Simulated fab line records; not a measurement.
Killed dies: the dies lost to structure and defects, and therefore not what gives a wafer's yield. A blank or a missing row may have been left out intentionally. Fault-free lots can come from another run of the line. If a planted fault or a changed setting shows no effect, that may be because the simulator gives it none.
What tool caused it? + flow n5-finfet + Sampling: 12 lots, 34 wafers, 5 of 1938 route steps

## WHAT THE GAUGES READ, wafer by wafer
The record holds no reading of a measuring or inspecting step that can be judged against a usual standard deviation.

## TOOL THAT RAN EACH LOT (tool first, then ch and the chambers of the sampled wafers, then the start)
| lot  | N5_BEOL_M11_SURFACE_TREAT_76 | N5_BEOL_M11_CVD_75               | N5_BEOL_M11_SPUTTER_48       | N5_BEOL_M11_DEP_56              | N5_PASSIVATION_PROBE_49 |
|------|------------------------------|----------------------------------|------------------------------|---------------------------------|-------------------------|
| L434 | pvd-sputter-03, day 12 05:58 | cvd-co-01 ch 0,1,2, day 12 06:18 | pvd-sputter-01, day 12 07:25 | pecvd-04 ch 0,1,2, day 12 08:19 | -                       |
| L435 | pvd-sputter-01, day 12 08:22 | cvd-co-02 ch 0,2, day 12 08:26   | pvd-sputter-01, day 12 08:35 | pecvd-02 ch 0,1, day 12 09:46   | -                       |
| L436 | pvd-sputter-01, day 12 13:03 | cvd-co-02 ch 0,1, day 12 13:08   | pvd-sputter-01, day 12 13:17 | pecvd-04 ch 0,1, day 12 14:11   | -                       |
| L437 | pvd-sputter-01, day 12 13:10 | cvd-co-02 ch 0,1, day 12 13:15   | pvd-sputter-01, day 12 13:22 | pecvd-02 ch 0,1, day 12 14:16   | -                       |
| L441 | pvd-sputter-01, day 12 18:13 | cvd-co-01 ch 0,1,2, day 12 18:16 | pvd-sputter-02, day 12 18:23 | pecvd-04 ch 0,1,2, day 12 19:32 | -                       |
| L439 | pvd-sputter-03, day 13 19:22 | cvd-co-01 ch 0,1,2, day 13 19:26 | pvd-sputter-03, day 13 19:35 | pecvd-04 ch 0,1,2, day 13 20:50 | -                       |
| L442 | pvd-sputter-03, day 14 06:19 | cvd-co-01 ch 0,2, day 14 06:23   | pvd-sputter-02, day 14 06:31 | pecvd-02 ch 0,1,2, day 14 07:24 | prober-01, day 15 20:35 |
| L440 | pvd-sputter-03, day 14 07:13 | cvd-co-02 ch 0,1, day 14 07:17   | pvd-sputter-02, day 14 07:24 | pecvd-04 ch 0,2, day 14 08:44   | -                       |
| L446 | pvd-sputter-03, day 14 08:38 | cvd-co-02 ch 0,2, day 14 08:55   | pvd-sputter-03, day 14 09:06 | pecvd-02 ch 0,1,2, day 14 09:59 | -                       |
| L443 | pvd-sputter-02, day 14 15:26 | cvd-co-02 ch 0,1, day 14 15:31   | pvd-sputter-01, day 14 15:39 | pecvd-04 ch 0,2, day 14 17:03   | -                       |
| L448 | pvd-sputter-02, day 15 18:58 | cvd-co-02 ch 1,2, day 15 19:02   | pvd-sputter-01, day 15 19:10 | pecvd-04 ch 0,2, day 15 20:02   | -                       |
| L449 | pvd-sputter-01, day 15 19:28 | cvd-co-02 ch 0,1, day 15 19:34   | pvd-sputter-03, day 15 19:43 | pecvd-02 ch 0,2, day 15 21:25   | -                       |
- N5_BEOL_M11_SURFACE_TREAT_76
- N5_BEOL_M11_CVD_75: deposits Co from CCTBA/H2, target thk 2 nm, time 138.9 s.
- N5_BEOL_M11_SPUTTER_48: material Cu, target thk 12 nm, time 2 s.
- N5_BEOL_M11_DEP_56: deposits SiCN from 3MS/NH3, target thk 30 nm, time 10.5 s.
- N5_PASSIVATION_PROBE_49

## WHAT THE TOOLS THEMSELVES READ (means of the sampled wafers that have a number; where no wafer has one, the mark that the record gives instead)
N5_BEOL_M11_CVD_75. Usual: chamber-pressure-Torr 30.01 Torr, standard deviation 0.058; run-length-s 161.7 s, standard deviation 0.68.
| lot  | tool      | chamber-pressure-Torr (Torr) | run-length-s (s) | flag |
|------|-----------|------------------------------|------------------|------|
| L434 | cvd-co-01 | 30.00                        | 162.2            |      |
| L435 | cvd-co-02 | 30.03                        | 162.3            |      |
| L436 | cvd-co-02 | 30.02                        | 161.3            |      |
| L437 | cvd-co-02 | 30.02                        | 161.5            |      |
| L441 | cvd-co-01 | 30.02                        | 161.8            |      |
| L439 | cvd-co-01 | 30.06                        | 161.9            |      |
| L442 | cvd-co-01 | 29.97                        | 161.8            |      |
| L440 | cvd-co-02 | 29.97                        | 161.7            |      |
| L446 | cvd-co-02 | 30.03                        | 162.1            |      |
| L443 | cvd-co-02 | 29.97                        | 161.5            |      |
| L448 | cvd-co-02 | 29.96                        | 65.2             | OFF  |
| L449 | cvd-co-02 | 30.00                        | 113.3            | OFF  |

N5_BEOL_M11_SPUTTER_48. Usual: susceptor-temp-C -20.00 C, standard deviation 0.11; throttle-valve-pct 29.9 %, standard deviation 0.87.
| lot  | tool           | susceptor-temp-C (C) | throttle-valve-pct (%) | flag |
|------|----------------|----------------------|------------------------|------|
| L434 | pvd-sputter-01 | -19.88               | 30.8                   |      |
| L435 | pvd-sputter-01 | -19.85               | 30.2                   |      |
| L436 | pvd-sputter-01 | -19.94               | 30.6                   |      |
| L437 | pvd-sputter-01 | -20.20               | 29.7                   |      |
| L441 | pvd-sputter-02 | -19.97               | 29.9                   |      |
| L439 | pvd-sputter-03 | -20.11               | 29.2                   |      |
| L442 | pvd-sputter-02 | -19.88               | 29.9                   |      |
| L440 | pvd-sputter-02 | -19.96               | 30.1                   |      |
| L446 | pvd-sputter-03 | -20.02               | 29.9                   |      |
| L443 | pvd-sputter-01 | -20.05               | 29.9                   |      |
| L448 | pvd-sputter-01 | -19.93               | 30.4                   |      |
| L449 | pvd-sputter-03 | -19.93               | 30.5                   |      |

N5_BEOL_M11_DEP_56. Usual: chamber-pressure-Torr 3.000 Torr, standard deviation 0.0066; showerhead-plenum-p-Torr 4.166 Torr, standard deviation 0.018; showerhead-vpp-V 1654 V, standard deviation 130; throttle-valve-pct 18.1 %, standard deviation 0.99.
| lot  | tool     | chamber-pressure-Torr (Torr) | showerhead-plenum-p-Torr (Torr) | showerhead-vpp-V (V) | throttle-valve-pct (%) | flag |
|------|----------|------------------------------|---------------------------------|----------------------|------------------------|------|
| L434 | pecvd-04 | 3.004                        | 4.155                           | 1756                 | 17.6                   |      |
| L435 | pecvd-02 | 2.994                        | 4.178                           | 1514                 | 18.9                   |      |
| L436 | pecvd-04 | 3.003                        | 4.175                           | 1826                 | 17.9                   |      |
| L437 | pecvd-02 | 3.007                        | 4.167                           | 1512                 | 18.9                   |      |
| L441 | pecvd-04 | 2.997                        | 4.160                           | 1771                 | 17.7                   |      |
| L439 | pecvd-04 | 3.007                        | 4.157                           | 1767                 | 17.8                   |      |
| L442 | pecvd-02 | 2.995                        | 4.170                           | 1594                 | 18.2                   |      |
| L440 | pecvd-04 | 2.997                        | 4.157                           | 1676                 | 17.3                   |      |
| L446 | pecvd-02 | 3.005                        | 4.173                           | 1574                 | 18.3                   |      |
| L443 | pecvd-04 | 3.001                        | 4.146                           | 1663                 | 17.3                   |      |
| L448 | pecvd-04 | 3.006                        | 4.164                           | 1716                 | 17.5                   |      |
| L449 | pecvd-02 | 3.004                        | 4.178                           | 1607                 | 17.8                   |      |

N5_PASSIVATION_PROBE_49. Usual: defect-limited-yield 91.1 %, standard deviation 1.5; killed_at_M0_to_M3 33, standard deviation 9.9; killed_at_M4_up 14, standard deviation 5.2; killed-at-contacts 12, standard deviation 6.7; killed-at-front-end 43, standard deviation 13; killed-at-other 3.4, standard deviation 2.7; killed-dies 105, standard deviation 17; killed-open 69, standard deviation 13; killed-short 33, standard deviation 7.5; sort_bin_5_function 5.2 %, standard deviation 0.91; sort_bin_6_memory 3.3 %, standard deviation 0.71; sort_bin_8_speed 0.00 %, standard deviation 0.032; sort-n-pass 1075, standard deviation 17; sort-yield-pct 91.1 %, standard deviation 1.5.
| lot  | tool      | defect-limited-yield (%) | killed_at_M0_to_M3 | killed_at_M4_up | killed-at-contacts | killed-at-front-end | killed-at-other | killed-dies | killed-open | killed-short | sort_bin_5_function (%) | sort_bin_6_memory (%) | sort_bin_8_speed (%) | sort-n-pass | sort-yield-pct (%) | flag |
|------|-----------|--------------------------|--------------------|-----------------|--------------------|---------------------|-----------------|-------------|-------------|--------------|-------------------------|-----------------------|----------------------|-------------|--------------------|------|
| L442 | prober-01 | 88.1                     | 41                 | 12              | 31                 | 52                  | 5.0             | 141         | 91          | 50           | 7.0                     | 4.3                   | 0.00                 | 1039        | 88.1               |      |

## THE ANSWER, worked out from the rows above alone
Rule: a lot counts as off when the mean over its wafers that have a number is more than 3 standard deviations away from the usual mean. Also off: a lot with no number at a reading for which 4 or more lots have one. The other lots that the step has rows for count as sound. Order of review: gauges by route order, followed by the tools' own readings, for which a lot's mean as printed above is used. At the first step where some lot is off, the reading lying furthest off is the one used; lots without a number count as furthest.
Off, at N5_BEOL_M11_CVD_75 on run-length-s: L448, L449.
A tool fits if, at that step or a process step before it, it ran every lot that is off, and no sound lot after the first of them. One fits: N5_BEOL_M11_CVD_75 on cvd-co-02. Its last sound lot is L443 (day 14 15:31), its first lot that is off L448 (day 15 19:02): a fault that began between those two fits.
On the lots that are off, the tool's own readings at N5_BEOL_M11_CVD_75 differ by more than 5 times the standard deviation of the sound lots' means, which bears it out; run-length-s reads 89.2 s there versus 161.8 s on the sound lots.

## WHAT HAD BEEN PUT IN BY THE SIMULATOR
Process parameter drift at N5_BEOL_M11_CVD_75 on cvd-co-02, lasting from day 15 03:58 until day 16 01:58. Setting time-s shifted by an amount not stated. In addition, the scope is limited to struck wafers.
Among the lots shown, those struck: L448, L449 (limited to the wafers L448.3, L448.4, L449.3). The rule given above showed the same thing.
